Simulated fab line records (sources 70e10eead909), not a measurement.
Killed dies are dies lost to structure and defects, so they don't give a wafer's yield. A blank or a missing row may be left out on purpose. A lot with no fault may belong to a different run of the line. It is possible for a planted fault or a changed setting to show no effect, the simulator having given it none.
Matching of chambers -- flow nandHarc -- 4 sister chambers for NHARC_A_STAIRCASE_ALD_415 on aldHk-04
The step deposits SiO2, target thk 30 nm, pulse time 6 s, ald cycles 300. 4 wafers are shown with their chamber, then 11 later ones without.

== WAFERS PAIRED WITH THEIR CHAMBERS ==
wafer,chamber,heaterPowerW (W)
L086.4,3,424
L087.4,2,425
L087.6,1,433
L089.1,0,547

== WAFERS WITH NO CHAMBER GIVEN ==
wafer,heaterPowerW (W)
L089.2,448
L089.4,431
L090.3,421
L090.4,538
L090.5,429
L092.1,429
L092.2,420
L092.3,425
L093.1,435
L093.4,423
L093.5,417

== WHICH CHAMBER EACH WENT THROUGH ==
wafer,from the rows above,in truth
L089.2,can't be placed: 1 or 2 or 3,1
L089.4,can't be placed: 1 or 2 or 3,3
L090.3,can't be placed: 3 or 2 or 1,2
L090.4,0,0
L090.5,can't be placed: 1 or 2 or 3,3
L092.1,can't be placed: 1 or 2 or 3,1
L092.2,can't be placed: 3 or 2 or 1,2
L092.3,can't be placed: 2 or 3 or 1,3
L093.1,can't be placed: 1 or 2 or 3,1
L093.4,can't be placed: 3 or 2 or 1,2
L093.5,can't be placed: 3 or 2 or 1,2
Correctly placed: 1 of 11. From these rows, 10 cannot be placed; in 10 the true chamber is one of the candidates. 0 placed wrongly.
How it was worked out, from the rows above alone: a wafer's distance from a chamber is the root of the sum, over the readings, of the square of ((its reading less the chamber's mean) divided by the reading's scatter). If the next closest chamber is less than 2 further off than the closest, the wafer can't be placed; otherwise it belongs to the closest. Each chamber's mean is taken over the wafers shown for it. The scatter: with one shown wafer a chamber, the root of the mean of the squares of how far each hidden wafer lies from its nearest shown one.
